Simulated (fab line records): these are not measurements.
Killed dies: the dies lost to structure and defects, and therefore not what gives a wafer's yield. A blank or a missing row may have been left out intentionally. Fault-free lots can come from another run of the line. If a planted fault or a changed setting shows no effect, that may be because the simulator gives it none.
Matching of chambers	flow n5Finfet	N5_BEOL_M10_CURE_71 on uvCure-01: 3 sister chambers
The step cures SiCOH lowk, time 240 s. 3 wafers are shown with their chamber, then 7 later ones without.

== WAFERS, EACH WITH ITS CHAMBER ==
wafer	chamber	lampPowerPct (%)
L080.6	0	52.21
L090.5	2	52.24
L093.5	1	52.29

== WAFERS WHOSE CHAMBER IS MISSING ==
wafer	lampPowerPct (%)
L093.6	52.29
L095.3	52.41
L095.5	52.23
L095.6	52.26
L097.2	52.34
L097.4	52.33
L097.5	52.29

== EACH ONE'S CHAMBER ==
wafer	from the rows above	in truth
L093.6	can't be placed: 1 or 2 or 0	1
L095.3	can't be placed: 1 or 2 or 0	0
L095.5	can't be placed: 2 or 0 or 1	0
L095.6	can't be placed: 2 or 1 or 0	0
L097.2	can't be placed: 1 or 2 or 0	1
L097.4	can't be placed: 1 or 2 or 0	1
L097.5	can't be placed: 1 or 2 or 0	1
0 of 7 placed correctly. From these rows, 7 cannot be placed; in 7 the true chamber is one of the candidates. Number placed wrongly: 0.
How it was worked out, from the rows above alone: a wafer's distance from a chamber is the root of the sum, over the readings, of the square of ((its reading less the chamber's mean) divided by the reading's scatter). If the next closest chamber is less than 2 further off than the closest, the wafer can't be placed; otherwise it belongs to the closest. Each chamber's mean is taken over the wafers shown for it. The scatter (one wafer shown for each chamber): square how far every hidden wafer sits from the nearest shown wafer, average those squares and take the square root.
